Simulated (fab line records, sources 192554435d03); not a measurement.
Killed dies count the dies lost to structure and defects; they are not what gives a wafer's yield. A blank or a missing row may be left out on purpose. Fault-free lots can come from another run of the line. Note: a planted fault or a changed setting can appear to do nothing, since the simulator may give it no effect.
What tool caused it? / flow n5 finfet / 6 lots, 17 wafers sampled, at 2 steps of a route of 1938

## WHAT EACH GAUGE READ, for each wafer
N5_BEOL_M7_INSPECT_58: inspects for defects (darkfield).
lot=L253; measured=day 10 15:23; on=defect inspect-01; raw defect count=67 67 111
lot=L257; measured=day 11 11:32; on=defect inspect-02; raw defect count=65 55 71
lot=L258; measured=day 11 13:53; on=defect inspect-01; raw defect count=75 55 46
lot=L261; measured=day 12 01:42; on=defect inspect-02; raw defect count=55 90
lot=L267; measured=day 13 16:37; on=defect inspect-01; raw defect count=82 96 67
lot=L270; measured=day 15 01:22; on=defect inspect-01; raw defect count=77 73 79

## EACH LOT AND THE TOOL THAT RAN IT (in order: tool; ch and the chambers of the sampled wafers; start)
lot=L253; N5_BEOL_M7_CVD_78=cvd co-02 ch 0,2, day 10 13:44
lot=L257; N5_BEOL_M7_CVD_78=cvd co-01 ch 0,2, day 11 10:19
lot=L258; N5_BEOL_M7_CVD_78=cvd co-01 ch 1,2, day 11 12:40
lot=L261; N5_BEOL_M7_CVD_78=cvd co-01 ch 1,2, day 12 00:24
lot=L267; N5_BEOL_M7_CVD_78=cvd co-02 ch 1,2, day 13 15:26
lot=L270; N5_BEOL_M7_CVD_78=cvd co-02 ch 1,2, day 15 00:10
- N5_BEOL_M7_CVD_78: deposits Co from CCTBA/H2, target thk 2 nm, time 142.3 s.

## THE ANSWER, worked out from the rows above alone
Rule: what is usual is taken from the lots themselves. The widest of any qualifying gaps counts: lots, ordered by their means at a reading, are off when they make up no more than a third of the lots, leave a main group of 4 or more, and stand apart from it by 3 or more times the standard deviation of that group's means. A main group is skipped when, at the precision printed for the reading in the tables above, its means are all equal. A lot without any number at a reading at which 4 lots or more have one is off too. All remaining lots with rows at the step are treated as sound.
No lot is off at any reading shown: from this, nothing can be told.

## WHAT WAS PUT IN BY THE SIMULATOR
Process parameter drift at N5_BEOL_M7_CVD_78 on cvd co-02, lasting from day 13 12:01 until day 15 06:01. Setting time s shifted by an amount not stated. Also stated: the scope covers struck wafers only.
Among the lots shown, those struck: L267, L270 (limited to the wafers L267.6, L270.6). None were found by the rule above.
